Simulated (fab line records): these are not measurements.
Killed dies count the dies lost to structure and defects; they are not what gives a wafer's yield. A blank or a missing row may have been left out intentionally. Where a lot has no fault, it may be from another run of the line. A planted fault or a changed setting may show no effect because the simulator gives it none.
Matching of chambers + flow n5 finfet + ald metal-01 running N5_BEOL_M3_ALD_84: 3 sister chambers
The step deposits TaN, pulse time 2 s, purge time 3 s, co reactant purge time 2 s. 14 wafers are shown with their chamber, then 5 later ones without.

== WAFERS WITH THEIR CHAMBER ==
| wafer  | chamber | heater power w (W) |
|--------|---------|--------------------|
| L074.1 | 3       | 480                |
| L074.2 | 0       | 492                |
| L074.3 | 1       | 360                |
| L075.1 | 1       | 368                |
| L075.3 | 3       | 480                |
| L075.5 | 1       | 367                |
| L078.1 | 3       | 483                |
| L078.5 | 0       | 492                |
| L078.6 | 1       | 371                |
| L080.2 | 3       | 484                |
| L080.3 | 1       | 372                |
| L080.6 | 0       | 492                |
| L081.1 | 1       | 373                |
| L081.3 | 0       | 502                |

SIGNATURES, as means of the wafers listed above
| reading        | chamber 0 | chamber 1 | chamber 3 | scatter within a chamber |
|----------------|-----------|-----------|-----------|--------------------------|
| heater power w | 494.50    | 368.50    | 481.75    | 4.28                     |
Rule: a wafer's distance from a chamber is the root of the sum, over the readings, of the square of ((its reading less the chamber's mean) divided by the reading's scatter). The wafer belongs to the nearest chamber; if the next one is less than 2 further off, it can't be placed. The scatter is the square root of a quotient: the sum, over the shown wafers, of each reading's squared deviation from its chamber's mean, divided by wafers minus chambers.

== WAFERS WHOSE CHAMBER IS MISSING ==
| wafer  | heater power w (W) |
|--------|--------------------|
| L081.5 | 495                |
| L094.1 | 368                |
| L094.2 | 483                |
| L094.3 | 488                |
| L094.5 | 474                |

== THE CHAMBER EACH PASSED THROUGH ==
| wafer  | from the rows above     | in truth |
|--------|-------------------------|----------|
| L081.5 | 0                       | 0        |
| L094.1 | 1                       | 1        |
| L094.2 | 3                       | 3        |
| L094.3 | can't be placed: 3 or 0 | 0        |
| L094.5 | 3                       | 3        |
Correct placement for 4 of the 5. Not placeable from these rows: 1 (in 1, the candidates include the true chamber). Wrongly placed: 0.
